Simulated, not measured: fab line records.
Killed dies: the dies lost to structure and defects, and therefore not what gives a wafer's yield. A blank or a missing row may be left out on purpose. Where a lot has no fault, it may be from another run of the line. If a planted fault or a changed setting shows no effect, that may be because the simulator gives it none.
Matching of chambers | flow nand harc | NHARC_A_M0_PRE_CLEAN_31 on pecvd-01: 3 sister chambers
The step time 12 s. 22 wafers are shown with their chamber, then 11 later ones without.

## WAFERS WITH THEIR CHAMBER
wafer  | chamber | heater power w (W)
L076.1 | 0       | 620
L076.2 | 2       | 613
L076.3 | 1       | 794
L078.2 | 0       | 619
L078.3 | 1       | 741
L078.6 | 0       | 619
L081.2 | 0       | 582
L081.3 | 1       | 822
L081.4 | 2       | 563
L083.3 | 0       | 529
L083.4 | 2       | 566
L083.6 | 1       | 705
L084.4 | 2       | 559
L084.5 | 0       | 600
L084.6 | 1       | 791
L086.3 | 2       | 621
L086.4 | 2       | 635
L086.5 | 0       | 549
L089.2 | 2       | 544
L089.5 | 1       | 821
L089.6 | 0       | 553
L090.1 | 0       | 616

SIGNATURES (means of the wafers above)
reading        | chamber 0 | chamber 1 | chamber 2 | scatter within a chamber
heater power w | 587.44    | 779.00    | 585.86    | 38.9
Rule: distance of a wafer from a chamber = root of the sum over the readings of ((wafer's reading minus chamber's mean) / reading's scatter) squared. If the next closest chamber is less than 2 further off than the closest, the wafer can't be placed; otherwise it belongs to the closest. How the scatter is found: for the shown wafers, subtract from each reading the mean of its chamber, square and add these, divide the total by (wafers less chambers), then take the root.

## WAFERS MISSING THEIR CHAMBER
wafer  | heater power w (W)
L090.2 | 644
L090.4 | 605
L092.1 | 594
L092.4 | 607
L092.5 | 584
L095.1 | 558
L095.2 | 656
L095.4 | 674
L094.3 | 603
L094.4 | 607
L094.6 | 587

## EACH ONE'S CHAMBER
wafer  | from the rows above          | in truth
L090.2 | can't be placed: 0 or 2      | 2
L090.4 | can't be placed: 0 or 2      | 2
L092.1 | can't be placed: 0 or 2      | 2
L092.4 | can't be placed: 0 or 2      | 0
L092.5 | can't be placed: 2 or 0      | 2
L095.1 | can't be placed: 2 or 0      | 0
L095.2 | can't be placed: 0 or 2 or 1 | 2
L095.4 | can't be placed: 0 or 2 or 1 | 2
L094.3 | can't be placed: 0 or 2      | 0
L094.4 | can't be placed: 0 or 2      | 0
L094.6 | can't be placed: 0 or 2      | 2
Correctly placed: 0 of 11. Can't be placed from these rows: 11 (the true chamber is among the candidates in 11). 0 placed wrongly.
